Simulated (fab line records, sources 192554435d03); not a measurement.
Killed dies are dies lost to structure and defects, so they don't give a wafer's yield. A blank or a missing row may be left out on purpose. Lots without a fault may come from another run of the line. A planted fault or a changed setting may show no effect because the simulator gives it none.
A struck lot beside a sound one | flow n5_finfet | 34 steps out of a route of 1938
Sound: wafers L539.3, L539.4, L539.6. Struck: wafers L553.1, L553.2, L553.3. The cause comes at the end.
At each step with rows: each side's tool, then ch and its chambers, then its first start. Under that, the readings that differ: sound wafers | struck wafers | difference of the means | sigmas: that difference in standard deviations of wafers without a fault.
alike: readings whose means differ by less than 2 such deviations, and words and numbers that are the same on both sides. not compared: withheld readings, readings that some wafer has no value for, bounds like >300 that may hide the same value, and numbers for which the record gives no deviation and whose values overlap.
The two part at a step that has a row with sigmas, a row that says differs or no value, or rows on one side only. Numbers that don't overlap but have no deviation are shown without sigmas and don't part them. A reading that every wafer of one side lacks parts them only if that side has two wafers or more.

first, 10 steps without rows for these wafers: N5_BEOL_M8_STRIP_80 (strips in N2/H2, time 10 s); N5_BEOL_M8_HM_STRIP_39 (strips TiN in peroxide tin strip, target depth 25 nm, time 158 s); N5_BEOL_M8_SRD_40 (time 30 s); N5_BEOL_M8_PRECLEAN_42 (cleans in residue remover, time 60 s); N5_BEOL_M8_SRD_43 (time 30 s); N5_BEOL_M8_CURE_75 (cures SiCOH lowk, time 120 s); N5_BEOL_M8_DEGAS_44 (time 60 s); N5_BEOL_M8_PRE_CLEAN_45 (time 30 s); N5_BEOL_M8_ALD_77 (deposits TaN, target thk 2 nm, pulse time 2 s, purge time 3 s); N5_BEOL_M8_SURFACE_TREAT_79.
N5_BEOL_M8_CVD_78: deposits Co from CCTBA/H2, target thk 2 nm, time 142.3 s.
  sound on cvd_co-01 ch 0,1, day 10 02:45; struck on cvd_co-01 ch 0,1,2, day 13 16:32
then, 22 steps without rows for these wafers: N5_BEOL_M8_SPUTTER_48 (material Cu, target thk 10 nm, time 1.667 s); N5_BEOL_M8_ECD_50 (material Cu, target thk 300 nm); N5_BEOL_M8_ANNEAL_51 (time 90 s); N5_BEOL_M8_CMP_52 (polishes, stops on SiCOH lowk, t overpolish 6.9 s, target thk 80 nm); N5_BEOL_M8_PRE_CLEAN_55 (time 15 s); N5_BEOL_M8_DEP_56 (deposits SiCN from 3MS/NH3, target thk 10 nm, time 17.5 s); N5_BEOL_M9_ILD_DEP_00 (deposits SiCOH lowk from DEMS/porogen, target thk 308.51 nm, time 58 s); N5_BEOL_M9_CURE_71 (cures SiCOH lowk, time 240 s); N5_BEOL_M9_PECVD_70 (deposits SiO2 from TEOS/O2, target thk 20 nm, time 22.7 s); N5_BEOL_M9_HM_DEP_02 (deposits TiN, target thk 20 nm); N5_BEOL_M9_COAT_59 (time 60 s, resist thk 100 nm); N5_BEOL_M9_COAT_60 (time 60 s, resist thk 30 nm); N5_BEOL_M9_COAT_05 (resist thk 90 nm); N5_BEOL_M9_EBR_07; N5_BEOL_M9_SOFTBAKE_06 (time 60 s); N5_BEOL_M9_EXPOSE_08 (exposes mask M9); N5_BEOL_M9_PEB_09 (peb time 60 s); N5_BEOL_M9_DEVELOP_10 (develop time 30 s); N5_BEOL_M9_DESCUM_16 (chemistry O2, time 7.9 s); N5_BEOL_M9_ETCH_61 (etches SiARC in CF4, target depth 39 nm, time 65 s); N5_BEOL_M9_ETCH_62 (etches SOC in N2/H2, target depth 110 nm, overetch 22 nm, time 165 s); N5_BEOL_M9_STRIP_68 (strips in N2/H2).
-- the record jumps here: 3 days lie between the struck wafers' starts before and after (it left off in module BEOL_M9 and takes up again in module PASSIVATION, whose first step shown is number 1936 of the route) --
N5_PASSIVATION_PROBE_49:
  sound on prober-01, day 13 01:37; struck on prober-02, day 16 09:47
  reading                  | sound          | struck         | difference | sigmas
  defect_limited_yield (%) | 91.9 93.4 90.9 | 85.8 82.5 83.1 | -8.3       | -6
  killed_at_M4_up          | 11 10 11       | 88 130 112     | +99        | +19
  killed_dies              | 95 78 107      | 167 206 200    | +98        | +6
  sort_bin_5_function (%)  | 5.3 4.2 5.8    | 7.7 11.1 10.3  | +4.6       | +5
  sort_bin_6_memory (%)    | 2.5 1.9 3.0    | 4.7 3.9 4.0    | +1.7       | +2
  sort_n_pass              | 1085 1102 1073 | 1013 974 980   | -98        | -6
  sort_yield_pct (%)       | 91.9 93.4 90.9 | 85.8 82.5 83.1 | -8.3       | -6
  alike: killed_at_M0_to_M3, killed_at_contacts, killed_at_front_end, killed_at_other, killed_open, killed_short

WHERE THEY PART
Only at N5_PASSIVATION_PROBE_49, within this record.

WHY: what the simulator had put in
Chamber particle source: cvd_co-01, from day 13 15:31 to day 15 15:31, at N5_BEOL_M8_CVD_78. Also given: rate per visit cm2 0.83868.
